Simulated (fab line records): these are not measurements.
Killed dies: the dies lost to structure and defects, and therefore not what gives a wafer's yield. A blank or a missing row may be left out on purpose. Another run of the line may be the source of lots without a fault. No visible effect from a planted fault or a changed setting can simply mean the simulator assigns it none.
Matching of chambers    flow n5 finfet    N5_BEOL_M8_ETCH_65 on rie diel-02 has 4 sister chambers
The step etches SiARC in CF4, target depth 15.6 nm, time 26 s. 8 wafers are shown with their chamber, then 8 later ones without.

== WAFERS PAIRED WITH THEIR CHAMBERS ==
wafer   chamber  drypump motor current A (A)  etch rf on time s (s)
L081.6  0        6.1                          25.9
L086.2  2        5.6                          26.4
L088.1  2        5.6                          26.1
L088.3  1        5.9                          27.7
L089.1  3        6.6                          28.1
L089.3  1        5.9                          28.1
L089.4  3        6.5                          28.2
L091.3  0        6.2                          25.2

== WAFERS WHOSE CHAMBER IS MISSING ==
wafer   drypump motor current A (A)  etch rf on time s (s)
L091.4  6.1                          25.4
L091.6  5.6                          26.3
L094.1  5.6                          26.5
L094.2  5.9                          28.0
L094.3  6.6                          26.9
L097.2  6.5                          27.0
L097.4  5.6                          26.4
L097.5  6.1                          24.8

== WHICH CHAMBER EACH WENT THROUGH ==
wafer   from the rows above  in truth
L091.4  0                    0
L091.6  2                    2
L094.1  2                    2
L094.2  1                    1
L094.3  3                    3
L097.2  3                    3
L097.4  2                    2
L097.5  0                    0
Correct placement for 8 of the 8. From these rows, 0 cannot be placed. Placed wrongly: 0.
How it was worked out, from the rows above alone: a wafer's distance from a chamber is the root of the sum, over the readings, of the square of ((its reading less the chamber's mean) divided by the reading's scatter). The wafer belongs to the nearest chamber; if the next one is less than 2 further off, it can't be placed. The mean given for a chamber averages the wafers shown for that chamber. The scatter: the root of (the sum of the squares of (reading less its chamber's mean) over the shown wafers, divided by (wafers less chambers)).
